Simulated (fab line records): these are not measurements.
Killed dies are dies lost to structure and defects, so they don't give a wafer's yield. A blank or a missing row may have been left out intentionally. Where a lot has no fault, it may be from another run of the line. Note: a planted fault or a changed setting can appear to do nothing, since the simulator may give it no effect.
fab line records / flow n5-finfet
record lots=5 wafers=13 last-day=19
route steps=1938 shown BEOL_M0_SAQP@686 BEOL_M0_CUTY@701 BEOL_M0@715 BEOL_M4@1111 PASSIVATION@1936
lots untouched by any fault: they come from a run of this same line in which no faults occurred
start-h: hours from the record's first day to the start of the lot's first wafer shown / wait-h: hours elapsed since this lot's preceding step / " as in the row above / L1.1+2: a row that stands for several wafers / - no value, or no start given / * or withheld: withheld / < > ~ a bound
route shown NAME@n: a module of which the file shows steps, and the number in the route of the first / usual: mean/standard deviation of fault-free wafers / same: alike in all rows / chamber/n: place in a boat / sites: per-site readings / _std_site: standard deviation of those values / _edge_site: the outer-site mean with the inner-site mean subtracted / radius-mm: how far each site lies from the wafer's centre / mask NAME#n: copy n / behind: the most recent tool/chamber to have shaped the wafer / hold: the reason the lot was held/the length of the hold in hours/how it ended / device: transistor that didn't switch, given as n, p or np / end of line: tests of these same wafers at the route's end / where a step has no rows: the recipe by itself / killed: dies that structure and defects cost at the first sort, which is not the same as the wafer's yield / map: a wafer's dies, x killed, . not, _ none there
set.NAME: the setting that was run; set.NAME@STEP: the one run at that earlier step / model.NAME: the simulator's own value behind a step, which no gauge read
lots at selected steps of the route; one table per step, one row per wafer
services: a tool's chamber out of use, with start hour (start-h, from the record's first day; less than 0 if before it), hours out, and reason
## steps
# step N5_BEOL_M0_SAQP_EXPOSE_37
# recipe mask-id=M0_CUT1 na=0.33 source-shape=annular sigma-inner=0.35 sigma-outer=0.8 polarization=unpolarized target-cd-nm=30 dose-mj=44.75
# step N5_BEOL_M0_SAQP_PEB_38
# recipe peb-temp-c=100 peb-time-s=60 resist=CAR-EUV
# step N5_BEOL_M0_SAQP_DEVELOP_39
# recipe develop-time-s=30 developer=TMAH resist=CAR-EUV rinse-liquid=surfactant-rinse dry=air-spin dev-temp-c=23
# step N5_BEOL_M0_SAQP_DESCUM_45
# recipe chemistry=O2 time-s=7 source-power-w=50 bias-power-w=20 pressure-mtorr=20 rf-frequency-hz=2.712e+07 temp-c=40 resist=CAR-EUV o2-flow-sccm=225
# step N5_BEOL_M0_SAQP_ETCH_88
# recipe chemistry=N2/H2 target=underlayer target-depth-a=65 time-s=5.2 ion-energy-ev=200 mask-material=CAR-EUV pressure-mtorr=30 source-w=840 bias-w=150 n2-flow-sccm=200 h2-flow-sccm=200 ends=cleared
# step N5_BEOL_M0_SAQP_ETCH_73
# recipe chemistry=CF4 target=SiARC target-depth-a=195 mask-material=CAR-EUV time-s=32.5 ion-energy-ev=80 pressure-mtorr=40 source-w=545 bias-w=36 Ar_flow_sccm=100 cf4-flow-sccm=100 ends=cleared
# step N5_BEOL_M0_SAQP_CUT_ETCH_46
# recipe chemistry=N2/H2 target=SOC target-depth-a=1350 overetch-a=270 temp-c=40 time-s=202.5 ion-energy-ev=200 mask-material=SiARC pressure-mtorr=30 source-w=840 bias-w=150 n2-flow-sccm=200 h2-flow-sccm=200
# step N5_BEOL_M0_SAQP_STRIP_74
# recipe chemistry=N2/H2 temp-c=40 n2-flow-sccm=200 h2-flow-sccm=200 rf-frequency-hz=6e+07
# step N5_BEOL_M0_SAQP_STRIP_89
# recipe chemistry=N2/H2 temp-c=40 n2-flow-sccm=200 h2-flow-sccm=200 rf-frequency-hz=6e+07
# step N5_BEOL_M0_SAQP_ALD_48
# recipe material=SiO2 target-thk-a=200 temp-c=100 ald-precursor-family=BDEAS ald-co-reactant=O2-plasma pulse-time-s=1 co-reactant-pulse-time-s=1 purge-time-s=2 co-reactant-purge-time-s=2 ald-cycles=139 pressure-torr=2
# usual ald-cycles=139/0 heater-power-w=78/8.3 precursor-pulse-height-rel=1.000/0.02
# same purge-time-s=2
lot.wafer=L522.2 tool=ald-sin-02 chamber=2 start-h=115.64 wait-h=0.0 ald-cycles=139 heater-power-w=87 precursor-pulse-height-rel=1.007 model.SiO2_of_BEOL_M0_SAQP_ALD_48.thk-nm=20
lot.wafer=L522.3 tool=ald-sin-02 chamber=1 start-h=115.64 wait-h=0.0 ald-cycles=139 heater-power-w=68 precursor-pulse-height-rel=1.026 model.SiO2_of_BEOL_M0_SAQP_ALD_48.thk-nm=20
lot.wafer=L522.4 tool=ald-sin-02 chamber=3 start-h=115.64 wait-h=0.0 ald-cycles=139 heater-power-w=89 precursor-pulse-height-rel=0.989 model.SiO2_of_BEOL_M0_SAQP_ALD_48.thk-nm=20
lot.wafer=L532.1 tool=ald-sin-02 chamber=1 start-h=183.50 wait-h=1.0 ald-cycles=228 heater-power-w=68 precursor-pulse-height-rel=0.984 model.SiO2_of_BEOL_M0_SAQP_ALD_48.thk-nm=32.8
lot.wafer=L532.4 tool=ald-sin-02 chamber=3 start-h=183.50 wait-h=1.0 ald-cycles=139 heater-power-w=89 precursor-pulse-height-rel=1.015 model.SiO2_of_BEOL_M0_SAQP_ALD_48.thk-nm=20
lot.wafer=L532.5 tool=ald-sin-02 chamber=3 start-h=183.50 wait-h=1.0 ald-cycles=139 heater-power-w=90 precursor-pulse-height-rel=1.016 model.SiO2_of_BEOL_M0_SAQP_ALD_48.thk-nm=20
lot.wafer=L533.4 tool=ald-sin-02 chamber=2 start-h=184.00 wait-h=0.8 ald-cycles=139 heater-power-w=86 precursor-pulse-height-rel=1.002 model.SiO2_of_BEOL_M0_SAQP_ALD_48.thk-nm=20
lot.wafer=L533.6 tool=ald-sin-02 chamber=2 start-h=184.00 wait-h=0.8 ald-cycles=228 heater-power-w=86 precursor-pulse-height-rel=0.986 model.SiO2_of_BEOL_M0_SAQP_ALD_48.thk-nm=32.8
lot.wafer=L537.1 tool=ald-sin-02 chamber=2 start-h=210.06 wait-h=0.3 ald-cycles=228 heater-power-w=85 precursor-pulse-height-rel=1.020 model.SiO2_of_BEOL_M0_SAQP_ALD_48.thk-nm=32.8
lot.wafer=L537.4 tool=ald-sin-02 chamber=3 start-h=210.06 wait-h=0.3 ald-cycles=139 heater-power-w=91 precursor-pulse-height-rel=1.026 model.SiO2_of_BEOL_M0_SAQP_ALD_48.thk-nm=20
lot.wafer=L543.2 tool=ald-sin-03 chamber=1 start-h=239.15 wait-h=0.3 ald-cycles=139 heater-power-w=78 precursor-pulse-height-rel=1.000 model.SiO2_of_BEOL_M0_SAQP_ALD_48.thk-nm=19.8
lot.wafer=L543.3 tool=ald-sin-03 chamber=2 start-h=239.15 wait-h=0.3 ald-cycles=139 heater-power-w=86 precursor-pulse-height-rel=0.992 model.SiO2_of_BEOL_M0_SAQP_ALD_48.thk-nm=20
lot.wafer=L543.5 tool=ald-sin-03 chamber=2 start-h=239.15 wait-h=0.3 ald-cycles=139 heater-power-w=85 precursor-pulse-height-rel=0.999 model.SiO2_of_BEOL_M0_SAQP_ALD_48.thk-nm=20
# step N5_BEOL_M0_SAQP_ETCH_49
# recipe chemistry=CF4/O2 target-depth-a=370 target=SiO2 pressure-mtorr=40 source-w=535 bias-w=49 Ar_flow_sccm=100 cf4-flow-sccm=100 O2_flow_sccm=10 ion-energy-ev=100
# step N5_BEOL_M0_SAQP_STRIP_75
# recipe chemistry=CF4 resist=SiARC power-w=300 bias-power-w=75 pressure-mtorr=50 cf4-flow-sccm=150 rf-frequency-hz=6e+07
# step N5_BEOL_M0_CUTY_COAT_50
# recipe resist=SiARC temp-c=220 time-s=60 spin-rpm=1500 resist-thk-nm=15
# step N5_BEOL_M0_CUTY_COAT_51
# recipe resist=CAR-ArF-block spin-rpm=1500 resist-thk-nm=150
# step N5_BEOL_M0_CUTY_EBR_52
# recipe solvent=PGMEA ebr-width-mm=1.5
# step N5_BEOL_M0_CUTY_SOFTBAKE_53
# recipe temp-c=110 time-s=60 resist=CAR-ArF-block
# step N5_BEOL_M0_CUTY_EXPOSE_54
# recipe mask-id=M0_ABLK na=1.35 source-shape=conventional sigma-outer=0.8 polarization=unpolarized dose-mj=36
# step N5_BEOL_M0_CUTY_PEB_55
# recipe peb-temp-c=110 peb-time-s=60 resist=CAR-ArF-block
# step N5_BEOL_M0_CUTY_DEVELOP_56
# recipe develop-time-s=30 developer=TMAH resist=CAR-ArF-block rinse-liquid=diw dry=air-spin dev-temp-c=23
# step N5_BEOL_M0_CUTY_DESCUM_61
# recipe chemistry=O2 time-s=7.9 source-power-w=50 bias-power-w=20 pressure-mtorr=20 rf-frequency-hz=2.712e+07 temp-c=40 resist=CAR-ArF-block o2-flow-sccm=225
# step N5_BEOL_M0_CUTY_ETCH_62
# recipe chemistry=CF4 target=SiARC mask-material=CAR-ArF-block time-s=58.5 ion-energy-ev=80 pressure-mtorr=40 source-w=545 bias-w=36 Ar_flow_sccm=100 cf4-flow-sccm=100 ends=cleared
# step N5_BEOL_M0_CUTY_ETCH_63
# recipe chemistry=N2/H2 target=SOC target-depth-a=827 overetch-a=165 mask-material=SiARC temp-c=40 ion-energy-ev=200 time-s=124 pressure-mtorr=30 source-w=840 bias-w=150 n2-flow-sccm=200 h2-flow-sccm=200
# step N5_BEOL_M0_CUTY_STRIP_64
# recipe chemistry=N2/H2 temp-c=40 n2-flow-sccm=200 h2-flow-sccm=200 rf-frequency-hz=6e+07
# step N5_BEOL_M0_ETCH_138
# recipe chemistry=CH3F/O2 target-depth-a=120 target=SiCN time-s=31.6 ion-energy-ev=120 pressure-mtorr=30 source-w=395 bias-w=75 Ar_flow_sccm=150 CH3F_flow_sccm=30 O2_flow_sccm=20 ends=cleared
# step N5_BEOL_M0_HM_OPEN_105
# recipe chemistry=Cl2/BCl3 target-depth-a=120 target=TiN ion-energy-ev=150 pressure-mtorr=10 icp-w=1000 bias-w=126 Cl2_flow_sccm=53.25 bcl3-flow-sccm=21.75 Ar_flow_sccm=25
# step N5_BEOL_M0_STRIP_140
# recipe chemistry=CF4 resist=SiARC power-w=300 bias-power-w=75 pressure-mtorr=50 cf4-flow-sccm=150 rf-frequency-hz=6e+07
# usual drypump-motor-current-A=5.7/0.54 oes-product-au=0.78/0.093 rf-vpp-V=271.1/1.8 showerhead-plenum-p-Torr=1.79/0.063 throttle-valve-pct=13.47/0.21
lot.wafer=L522.2 tool=rie-diel-03 chamber=3 start-h=122.16 wait-h=0.2 drypump-motor-current-A=5.9 oes-product-au=0.67 rf-hours-counter-h=232 rf-vpp-V=267.3 showerhead-plenum-p-Torr=1.69 throttle-valve-pct=13.63 model.SiO2_of_BEOL_M0_SAQP_ALD_48.thk-nm=10.8
lot.wafer=L522.3 tool=rie-diel-03 chamber=1 start-h=122.16 wait-h=0.2 drypump-motor-current-A=6.3 oes-product-au=0.88 rf-hours-counter-h=31 rf-vpp-V=269.4 showerhead-plenum-p-Torr=1.75 throttle-valve-pct=13.62 model.SiO2_of_BEOL_M0_SAQP_ALD_48.thk-nm=11.4
lot.wafer=L522.4 tool=rie-diel-03 chamber=2 start-h=122.16 wait-h=0.2 drypump-motor-current-A=5.7 oes-product-au=0.66 rf-hours-counter-h=241 rf-vpp-V=270.1 showerhead-plenum-p-Torr=1.70 throttle-valve-pct=13.82 model.SiO2_of_BEOL_M0_SAQP_ALD_48.thk-nm=11.6
lot.wafer=L532.1 tool=rie-diel-05 chamber=3 start-h=187.56 wait-h=0.2 drypump-motor-current-A=5.3 oes-product-au=0.73 rf-hours-counter-h=188 rf-vpp-V=270.7 showerhead-plenum-p-Torr=1.78 throttle-valve-pct=13.42 model.SiO2_of_BEOL_M0_SAQP_ALD_48.thk-nm=18.2
lot.wafer=L532.4 tool=rie-diel-05 chamber=2 start-h=187.56 wait-h=0.2 drypump-motor-current-A=5.8 oes-product-au=0.82 rf-hours-counter-h=73 rf-vpp-V=272.8 showerhead-plenum-p-Torr=1.80 throttle-valve-pct=13.18 model.SiO2_of_BEOL_M0_SAQP_ALD_48.thk-nm=10.6
lot.wafer=L532.5 tool=rie-diel-05 chamber=3 start-h=187.56 wait-h=0.2 drypump-motor-current-A=5.3 oes-product-au=0.72 rf-hours-counter-h=- rf-vpp-V=270.9 showerhead-plenum-p-Torr=1.78 throttle-valve-pct=13.42 model.SiO2_of_BEOL_M0_SAQP_ALD_48.thk-nm=11.2
lot.wafer=L533.4 tool=rie-diel-03 chamber=0 start-h=187.70 wait-h=0.2 drypump-motor-current-A=5.0 oes-product-au=0.69 rf-hours-counter-h=- rf-vpp-V=271.0 showerhead-plenum-p-Torr=1.77 throttle-valve-pct=13.43 model.SiO2_of_BEOL_M0_SAQP_ALD_48.thk-nm=12.2
lot.wafer=L533.6 tool=rie-diel-03 chamber=1 start-h=187.70 wait-h=0.2 drypump-motor-current-A=6.3 oes-product-au=0.85 rf-hours-counter-h=- rf-vpp-V=267.6 showerhead-plenum-p-Torr=1.75 throttle-valve-pct=13.68 model.SiO2_of_BEOL_M0_SAQP_ALD_48.thk-nm=18.6
lot.wafer=L537.1 tool=rie-diel-05 chamber=1 start-h=211.97 wait-h=0.1 drypump-motor-current-A=5.1 oes-product-au=0.70 rf-hours-counter-h=224 rf-vpp-V=270.4 showerhead-plenum-p-Torr=1.76 throttle-valve-pct=13.53 model.SiO2_of_BEOL_M0_SAQP_ALD_48.thk-nm=18
lot.wafer=L537.4 tool=rie-diel-05 chamber=3 start-h=211.97 wait-h=0.1 drypump-motor-current-A=5.3 oes-product-au=0.72 rf-hours-counter-h=- rf-vpp-V=271.0 showerhead-plenum-p-Torr=1.78 throttle-valve-pct=13.42 model.SiO2_of_BEOL_M0_SAQP_ALD_48.thk-nm=10.6
lot.wafer=L543.2 tool=rie-diel-02 chamber=2 start-h=241.99 wait-h=0.3 drypump-motor-current-A=6.5 oes-product-au=0.74 rf-hours-counter-h=169 rf-vpp-V=270.4 showerhead-plenum-p-Torr=1.70 throttle-valve-pct=13.53 model.SiO2_of_BEOL_M0_SAQP_ALD_48.thk-nm=11.4
lot.wafer=L543.3 tool=rie-diel-02 chamber=1 start-h=241.99 wait-h=0.3 drypump-motor-current-A=5.6 oes-product-au=0.85 rf-hours-counter-h=48 rf-vpp-V=271.0 showerhead-plenum-p-Torr=1.76 throttle-valve-pct=13.23 model.SiO2_of_BEOL_M0_SAQP_ALD_48.thk-nm=10.8
lot.wafer=L543.5 tool=rie-diel-02 chamber=2 start-h=241.99 wait-h=0.3 drypump-motor-current-A=6.5 oes-product-au=0.75 rf-hours-counter-h=- rf-vpp-V=269.5 showerhead-plenum-p-Torr=1.70 throttle-valve-pct=13.53 model.SiO2_of_BEOL_M0_SAQP_ALD_48.thk-nm=11.6
# step N5_BEOL_M0_STRIP_104
# recipe chemistry=N2/H2 power-w=450 temp-c=40 pressure-mtorr=20 rf-frequency-hz=6e+07 overash-fraction=0.3 bias-power-w=7 h2-frac=0.5 n2-flow-sccm=200 h2-flow-sccm=200
# step N5_BEOL_M4_RC_MEAS_101
# usual DIBL_N=37.0/1.6 DIBL_P=37.0/2.1 IOFF_N=0.17/0.032 IOFF_P=0.22/0.043 ION_N=679/13 ION_P=465/9.5 SS_N=71.7/0.59 SS_P=73.6/0.64 VT_N=249/3.2 VT_P=-249/4.1
lot.wafer=L522.2 tool=prober-01 chamber=0 start-h=237.49 wait-h=0.2 DIBL_N[mV/V]=36.9 DIBL_P[mV/V]=34.1 IOFF_N[nA/um]=0.14 IOFF_P[nA/um]=0.16 ION_N[uA/um]=667 ION_P[uA/um]=451 SS_N[mV/dec]=71.4 SS_P[mV/dec]=73.0 VT_N[mV]=254 VT_P[mV]=-256
lot.wafer=L522.3 tool=prober-01 chamber=0 start-h=237.49 wait-h=0.2 DIBL_N[mV/V]=38.1 DIBL_P[mV/V]=35.5 IOFF_N[nA/um]=0.16 IOFF_P[nA/um]=0.18 ION_N[uA/um]=668 ION_P[uA/um]=454 SS_N[mV/dec]=72.6 SS_P[mV/dec]=74.3 VT_N[mV]=252 VT_P[mV]=-252
lot.wafer=L522.4 tool=prober-01 chamber=0 start-h=237.49 wait-h=0.2 DIBL_N[mV/V]=37.2 DIBL_P[mV/V]=36.2 IOFF_N[nA/um]=0.15 IOFF_P[nA/um]=0.19 ION_N[uA/um]=676 ION_P[uA/um]=463 SS_N[mV/dec]=71.5 SS_P[mV/dec]=73.6 VT_N[mV]=254 VT_P[mV]=-253
lot.wafer=L532.1 tool=prober-01 chamber=0 start-h=289.07 wait-h=0.0 DIBL_N[mV/V]=39.7 DIBL_P[mV/V]=42.0 IOFF_N[nA/um]=0.23 IOFF_P[nA/um]=0.27 ION_N[uA/um]=693 ION_P[uA/um]=471 SS_N[mV/dec]=72.8 SS_P[mV/dec]=74.5 VT_N[mV]=243 VT_P[mV]=-249
lot.wafer=L532.4 tool=prober-01 chamber=0 start-h=289.07 wait-h=0.0 DIBL_N[mV/V]=34.7 DIBL_P[mV/V]=36.4 IOFF_N[nA/um]=0.13 IOFF_P[nA/um]=0.18 ION_N[uA/um]=656 ION_P[uA/um]=456 SS_N[mV/dec]=70.1 SS_P[mV/dec]=73.0 VT_N[mV]=250 VT_P[mV]=-253
lot.wafer=L532.5 tool=prober-01 chamber=0 start-h=289.07 wait-h=0.0 DIBL_N[mV/V]=38.4 DIBL_P[mV/V]=39.7 IOFF_N[nA/um]=0.19 IOFF_P[nA/um]=0.23 ION_N[uA/um]=675 ION_P[uA/um]=462 SS_N[mV/dec]=71.6 SS_P[mV/dec]=74.8 VT_N[mV]=248 VT_P[mV]=-252
lot.wafer=L533.4 tool=prober-01 chamber=0 start-h=320.25 wait-h=0.5 DIBL_N[mV/V]=38.7 DIBL_P[mV/V]=39.0 IOFF_N[nA/um]=0.20 IOFF_P[nA/um]=0.26 ION_N[uA/um]=683 ION_P[uA/um]=473 SS_N[mV/dec]=72.5 SS_P[mV/dec]=74.5 VT_N[mV]=249 VT_P[mV]=-246
lot.wafer=L533.6 tool=prober-01 chamber=0 start-h=320.25 wait-h=0.5 DIBL_N[mV/V]=39.3 DIBL_P[mV/V]=39.8 IOFF_N[nA/um]=0.21 IOFF_P[nA/um]=0.28 ION_N[uA/um]=681 ION_P[uA/um]=464 SS_N[mV/dec]=73.1 SS_P[mV/dec]=75.2 VT_N[mV]=249 VT_P[mV]=-248
lot.wafer=L537.1 tool=prober-01 chamber=0 start-h=334.98 wait-h=0.0 DIBL_N[mV/V]=37.1 DIBL_P[mV/V]=35.4 IOFF_N[nA/um]=0.14 IOFF_P[nA/um]=0.19 ION_N[uA/um]=668 ION_P[uA/um]=459 SS_N[mV/dec]=71.3 SS_P[mV/dec]=72.7 VT_N[mV]=252 VT_P[mV]=-250
lot.wafer=L537.4 tool=prober-01 chamber=0 start-h=334.98 wait-h=0.0 DIBL_N[mV/V]=38.4 DIBL_P[mV/V]=36.3 IOFF_N[nA/um]=0.17 IOFF_P[nA/um]=0.20 ION_N[uA/um]=678 ION_P[uA/um]=458 SS_N[mV/dec]=71.8 SS_P[mV/dec]=73.1 VT_N[mV]=248 VT_P[mV]=-250
lot.wafer=L543.2 tool=prober-01 chamber=0 start-h=351.31 wait-h=0.2 DIBL_N[mV/V]=36.1 DIBL_P[mV/V]=37.6 IOFF_N[nA/um]=0.15 IOFF_P[nA/um]=0.16 ION_N[uA/um]=676 ION_P[uA/um]=446 SS_N[mV/dec]=71.7 SS_P[mV/dec]=73.0 VT_N[mV]=250 VT_P[mV]=-258
lot.wafer=L543.3 tool=prober-01 chamber=0 start-h=351.31 wait-h=0.2 DIBL_N[mV/V]=33.4 DIBL_P[mV/V]=35.9 IOFF_N[nA/um]=0.12 IOFF_P[nA/um]=0.15 ION_N[uA/um]=670 ION_P[uA/um]=454 SS_N[mV/dec]=70.5 SS_P[mV/dec]=73.1 VT_N[mV]=252 VT_P[mV]=-256
lot.wafer=L543.5 tool=prober-01 chamber=0 start-h=351.31 wait-h=0.2 DIBL_N[mV/V]=36.6 DIBL_P[mV/V]=39.6 IOFF_N[nA/um]=0.16 IOFF_P[nA/um]=0.20 ION_N[uA/um]=687 ION_P[uA/um]=458 SS_N[mV/dec]=71.5 SS_P[mV/dec]=73.8 VT_N[mV]=251 VT_P[mV]=-255
# step N5_PASSIVATION_PROBE_49
# usual defect-limited-yield=91.2/1.6 killed_at_M0_to_M3=33/11 killed_at_M4_up=14/5 killed-at-contacts=12/5.8 killed-at-front-end=41/12 killed-at-other=3.5/2.9 killed-dies=104/19 killed-open=68/14 killed-short=34/8.8 sort_bin_5_function=5.2/1.1 sort_bin_6_memory=3.2/0.71 sort-n-pass=1076/19 sort-yield-pct=91.2/1.6
# same gross-dies=1180 killed-at-back-side=0 sort_bin_4_leakage[%]=0 sort_bin_8_speed[%]=0
lot.wafer=L522.2 tool=prober-01 chamber=- start-h=344.76 wait-h=0.5 defect-limited-yield[%]=92.3 killed_at_M0_to_M3=28 killed_at_M4_up=18 killed-at-contacts=21 killed-at-front-end=23 killed-at-other=1 killed-dies=91 killed-open=69 killed-short=19 sort_bin_5_function[%]=4.7 sort_bin_6_memory[%]=2.5 sort-n-pass=1089 sort-yield-pct[%]=92.3
lot.wafer=L522.3 tool=prober-01 chamber=- start-h=344.81 wait-h=0.6 defect-limited-yield[%]=92.9 killed_at_M0_to_M3=25 killed_at_M4_up=14 killed-at-contacts=12 killed-at-front-end=33 killed-at-other=0 killed-dies=84 killed-open=63 killed-short=21 sort_bin_5_function[%]=4.7 sort_bin_6_memory[%]=2.1 sort-n-pass=1096 sort-yield-pct[%]=92.9
lot.wafer=L522.4 tool=prober-01 chamber=- start-h=344.86 wait-h=0.6 defect-limited-yield[%]=92.8 killed_at_M0_to_M3=18 killed_at_M4_up=12 killed-at-contacts=14 killed-at-front-end=40 killed-at-other=1 killed-dies=85 killed-open=61 killed-short=24 sort_bin_5_function[%]=4.4 sort_bin_6_memory[%]=2.7 sort-n-pass=1095 sort-yield-pct[%]=92.8
lot.wafer=L532.1 tool=prober-02 chamber=- start-h=391.28 wait-h=0.0 defect-limited-yield[%]=89.9 killed_at_M0_to_M3=27 killed_at_M4_up=18 killed-at-contacts=7 killed-at-front-end=65 killed-at-other=2 killed-dies=119 killed-open=81 killed-short=38 sort_bin_5_function[%]=5.4 sort_bin_6_memory[%]=4.4 sort-n-pass=1061 sort-yield-pct[%]=89.9
lot.wafer=L532.4 tool=prober-02 chamber=- start-h=391.43 wait-h=0.2 defect-limited-yield[%]=93.0 killed_at_M0_to_M3=18 killed_at_M4_up=19 killed-at-contacts=13 killed-at-front-end=31 killed-at-other=2 killed-dies=83 killed-open=56 killed-short=22 sort_bin_5_function[%]=4.1 sort_bin_6_memory[%]=2.4 sort-n-pass=1097 sort-yield-pct[%]=93.0
lot.wafer=L532.5 tool=prober-02 chamber=- start-h=391.48 wait-h=0.2 defect-limited-yield[%]=91.2 killed_at_M0_to_M3=31 killed_at_M4_up=11 killed-at-contacts=8 killed-at-front-end=45 killed-at-other=9 killed-dies=104 killed-open=66 killed-short=38 sort_bin_5_function[%]=5.4 sort_bin_6_memory[%]=3.1 sort-n-pass=1076 sort-yield-pct[%]=91.2
lot.wafer=L533.4 tool=prober-01 chamber=- start-h=423.15 wait-h=0.2 defect-limited-yield[%]=92.2 killed_at_M0_to_M3=20 killed_at_M4_up=19 killed-at-contacts=10 killed-at-front-end=43 killed-at-other=0 killed-dies=92 killed-open=51 killed-short=37 sort_bin_5_function[%]=4.4 sort_bin_6_memory[%]=3.0 sort-n-pass=1088 sort-yield-pct[%]=92.2
lot.wafer=L533.6 tool=prober-01 chamber=- start-h=423.25 wait-h=0.3 defect-limited-yield[%]=91.5 killed_at_M0_to_M3=35 killed_at_M4_up=10 killed-at-contacts=3 killed-at-front-end=52 killed-at-other=0 killed-dies=100 killed-open=67 killed-short=30 sort_bin_5_function[%]=5.4 sort_bin_6_memory[%]=2.8 sort-n-pass=1080 sort-yield-pct[%]=91.5
# killed by level:class
L522.2 MOL_CONTACT_COAG:geometric-particle:open=19 BEOL_M4:geometric-particle:open=12 BEOL_M2:geometric-particle:open=9 BEOL_M3:geometric-particle:open=6 STI_FIN_REVEAL:geometric-particle:open=5 BEOL_M2:geometric-particle:short=5 FIN_SAQP:geometric-particle:open=4 BEOL_M0_SAQP:geometric-particle:open=4
L522.3 BEOL_M2:geometric-particle:open=11 MOL_CONTACT_COAG:geometric-particle:open=11 FIN_SAQP:geometric-particle:open=8 STI_FIN_REVEAL:geometric-particle:open=7 BEOL_M1:geometric-particle:open=6 STARTING-WAFER:geometric-particle:short=5 BEOL_M4:geometric-particle:open=4 BEOL_M4:geometric-particle:short=4
L522.4 MOL_CONTACT_COAG:geometric-particle:open=13 FIN_SAQP:geometric-particle:short=11 BEOL_M4:geometric-particle:open=9 FIN_SAQP:geometric-particle:open=7 BEOL_M2:geometric-particle:open=6 DUMMY_GATE:geometric-particle:open=5 BEOL_M3:geometric-particle:open=4 STARTING-WAFER:geometric-particle:open=4
L532.1 FIN_SAQP:geometric-particle:open=17 FIN_SAQP:geometric-particle:short=12 BEOL_M4:geometric-particle:open=9 STI_FIN_REVEAL:geometric-particle:open=8 BEOL_M0:geometric-particle:open=7 GATE_CUT:geometric-particle:open=6 GATE_CUT:geometric-particle:short=6 MOL_CONTACT_COAG:geometric-particle:open=6
L532.4 MOL_CONTACT_COAG:geometric-particle:open=11 BEOL_M4:geometric-particle:open=11 FIN_SAQP:geometric-particle:open=5 FIN_SAQP:geometric-particle:short=5 STI_FIN_REVEAL:geometric-particle:open=5 GATE_CUT:geometric-particle:open=5 BEOL_M5:geometric-particle:open=5 BEOL_M0_SAQP:geometric-particle:short=4
L532.5 STI_FIN_REVEAL:geometric-particle:open=14 FIN_SAQP:geometric-particle:open=10 BEOL_M0_SAQP:geometric-particle:open=9 FIN_SAQP:geometric-particle:short=7 MOL_CONTACT_COAG:geometric-particle:open=7 BEOL_M0_SAQP:geometric-particle:short=6 BEOL_M2:geometric-particle:open=5 GATE_CUT:geometric-particle:short=4
L533.4 FIN_SAQP:geometric-particle:short=13 FIN_SAQP:geometric-particle:open=12 MOL_CONTACT_COAG:geometric-particle:open=7 BEOL_M4:geometric-particle:open=7 BEOL_M0_SAQP:geometric-particle:open=4 STI_FIN_REVEAL:geometric-particle:open=3 DUMMY_GATE:geometric-particle:short=3 DUMMY_GATE:geometric-particle:open=3
L533.6 STI_FIN_REVEAL:geometric-particle:open=14 BEOL_M3:geometric-particle:open=13 FIN_SAQP:geometric-particle:open=7 FIN_SAQP:geometric-particle:short=7 BEOL_M1:geometric-particle:open=6 DUMMY_GATE:geometric-particle:open=5 BEOL_M2:geometric-particle:open=5 GATE_CUT:geometric-particle:short=3
## services
tool=rie-diel-03 chamber=2 start-h=92.46 hours=1.3 kind=repair
tool=ald-sin-03 chamber=- start-h=114.39 hours=6.1 kind=pm
tool=rie-diel-03 chamber=- start-h=145.13 hours=5.1 kind=repair
tool=rie-diel-05 chamber=- start-h=153.20 hours=0.2 kind=repair
tool=rie-diel-03 chamber=2 start-h=155.59 hours=- kind=clean
tool=rie-diel-03 chamber=2 start-h=155.59 hours=- kind=consumable-replace:focus-ring
tool=rie-diel-03 chamber=2 start-h=155.59 hours=- kind=consumable-replace:showerhead
tool=rie-diel-03 chamber=2 start-h=155.59 hours=19.7 kind=scheduled-down
tool=rie-diel-03 chamber=2 start-h=155.59 hours=19.7 kind=vent-cycle
tool=rie-diel-02 chamber=1 start-h=172.00 hours=5.8 kind=repair
tool=rie-diel-03 chamber=3 start-h=172.89 hours=20.0 kind=repair
tool=ald-sin-03 chamber=- start-h=178.21 hours=14.0 kind=pm
tool=ald-sin-03 chamber=0 start-h=178.21 hours=14.0 kind=vent-cycle
tool=ald-sin-03 chamber=1 start-h=178.21 hours=14.0 kind=vent-cycle
tool=ald-sin-03 chamber=2 start-h=178.21 hours=14.0 kind=vent-cycle
tool=ald-sin-03 chamber=3 start-h=178.21 hours=14.0 kind=vent-cycle
tool=ald-sin-03 chamber=0 start-h=192.21 hours=- kind=clean
tool=rie-diel-05 chamber=0 start-h=200.20 hours=- kind=clean
tool=rie-diel-05 chamber=0 start-h=200.20 hours=- kind=consumable-replace:focus-ring
tool=rie-diel-05 chamber=0 start-h=200.20 hours=- kind=consumable-replace:showerhead
tool=rie-diel-05 chamber=0 start-h=200.20 hours=24.7 kind=scheduled-down
tool=rie-diel-05 chamber=0 start-h=200.20 hours=24.7 kind=vent-cycle
tool=ald-sin-03 chamber=- start-h=205.16 hours=0.8 kind=repair
tool=rie-diel-03 chamber=2 start-h=231.55 hours=11.5 kind=repair
## key
first-sign step=N5_BEOL_M0_SAQP_ALD_48 reading=ald-cycles direction=up sigmas=99+ usual=* struck=*
effect none on later readings
model-effect step=N5_BEOL_M0_SAQP_ALD_48 value=SiO2_of_BEOL_M0_SAQP_ALD_48.thk-nm without=20 struck=32.8
model-effect step=N5_BEOL_M0_STRIP_140 value=SiO2_of_BEOL_M0_SAQP_ALD_48.thk-nm without=11.07 struck=18.27
met-at N5_BEOL_M0_SAQP_ALD_48
struck-wafers L532.1,L533.6,L537.1
fault kind=process-parameter-drift tool=ald-sin-02 chamber=- onset-h=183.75 steps=N5_BEOL_M0_SAQP_ALD_48 channel=ald-cycles offset=* shape=step end-h=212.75 scope=struck-wafers-only acts-in=* stated=*
